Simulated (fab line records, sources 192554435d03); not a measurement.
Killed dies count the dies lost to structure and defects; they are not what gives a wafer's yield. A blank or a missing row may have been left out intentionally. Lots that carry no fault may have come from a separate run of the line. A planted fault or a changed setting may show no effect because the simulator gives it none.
Matching of chambers	flow n5-finfet	rie-si-05 running N5_BEOL_M0_SAQP_MANDREL2_REMOVE_110: 4 sister chambers
The step chemistry HBr/Cl2/O2, target a-Si, stops on SiCN, bt time 10 s. 4 wafers are shown with their chamber, then 10 later ones without.

## WAFERS PAIRED WITH THEIR CHAMBERS
wafer	chamber	throttle-valve-pct (%)
L086.1	2	36.89
L086.4	0	36.82
L088.1	3	36.37
L088.2	1	36.63

## WAFERS WITHOUT THEIR CHAMBER
wafer	throttle-valve-pct (%)
L088.3	36.84
L092.1	36.83
L092.3	36.64
L092.6	36.84
L091.3	36.84
L091.4	36.41
L091.6	36.38
L094.1	36.62
L094.2	36.85
L094.3	36.39

## THE CHAMBER EACH PASSED THROUGH
wafer	from the rows above	in truth
L088.3	can't be placed: 0 or 2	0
L092.1	0	0
L092.3	1	1
L092.6	can't be placed: 0 or 2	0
L091.3	can't be placed: 0 or 2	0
L091.4	3	3
L091.6	3	3
L094.1	1	1
L094.2	can't be placed: 0 or 2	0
L094.3	3	3
Correctly placed: 6 of 10. Can't be placed from these rows: 4 (the true chamber is among the candidates in 4). Placed wrongly: 0.
How it was worked out, from the rows above alone: a wafer's distance from a chamber is the root of the sum, over the readings, of the square of ((its reading less the chamber's mean) divided by the reading's scatter). The wafer belongs to the nearest chamber; if the next one is less than 2 further off, it can't be placed. The mean given for a chamber averages the wafers shown for that chamber. The scatter (one wafer shown for each chamber): square how far every hidden wafer sits from the nearest shown wafer, average those squares and take the square root.
